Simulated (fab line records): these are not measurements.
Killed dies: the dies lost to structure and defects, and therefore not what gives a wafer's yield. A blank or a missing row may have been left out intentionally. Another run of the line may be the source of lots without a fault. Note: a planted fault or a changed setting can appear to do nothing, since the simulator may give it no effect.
Chamber matching | flow n5 finfet | cmp-02 running N5_HKMG_FIN_CMP_94: 4 sister chambers
The step polishes, stops on SiNx, t overpolish 4.7 s, target thk 43.299 nm. 4 wafers are shown with their chamber, then 10 later ones without.

## WAFERS PAIRED WITH THEIR CHAMBERS
wafer  | chamber | motor current A (A)
L085.3 | 0       | 11.1
L085.4 | 3       | 11.9
L090.1 | 2       | 11.0
L090.2 | 1       | 11.7

## WAFERS WITHOUT THEIR CHAMBER
wafer  | motor current A (A)
L090.5 | 10.8
L091.2 | 10.8
L091.3 | 10.9
L091.4 | 12.2
L092.2 | 11.7
L092.5 | 11.0
L092.6 | 11.9
L094.1 | 11.0
L094.4 | 11.6
L094.6 | 10.9

## EACH ONE'S CHAMBER
wafer  | from the rows above     | in truth
L090.5 | can't be placed: 2 or 0 | 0
L091.2 | can't be placed: 2 or 0 | 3
L091.3 | can't be placed: 2 or 0 | 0
L091.4 | can't be placed: 3 or 1 | 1
L092.2 | can't be placed: 1 or 3 | 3
L092.5 | can't be placed: 2 or 0 | 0
L092.6 | can't be placed: 3 or 1 | 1
L094.1 | can't be placed: 2 or 0 | 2
L094.4 | can't be placed: 1 or 3 | 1
L094.6 | can't be placed: 2 or 0 | 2
0 of 10 placed correctly. From these rows, 10 cannot be placed; in 9 the true chamber is one of the candidates. Wrongly placed: 0.
How it was worked out, from the rows above alone: a wafer's distance from a chamber is the root of the sum, over the readings, of the square of ((its reading less the chamber's mean) divided by the reading's scatter). If the next closest chamber is less than 2 further off than the closest, the wafer can't be placed; otherwise it belongs to the closest. For every chamber, the mean is computed from those of its wafers that are shown. The scatter: with one shown wafer a chamber, the root of the mean of the squares of how far each hidden wafer lies from its nearest shown one.
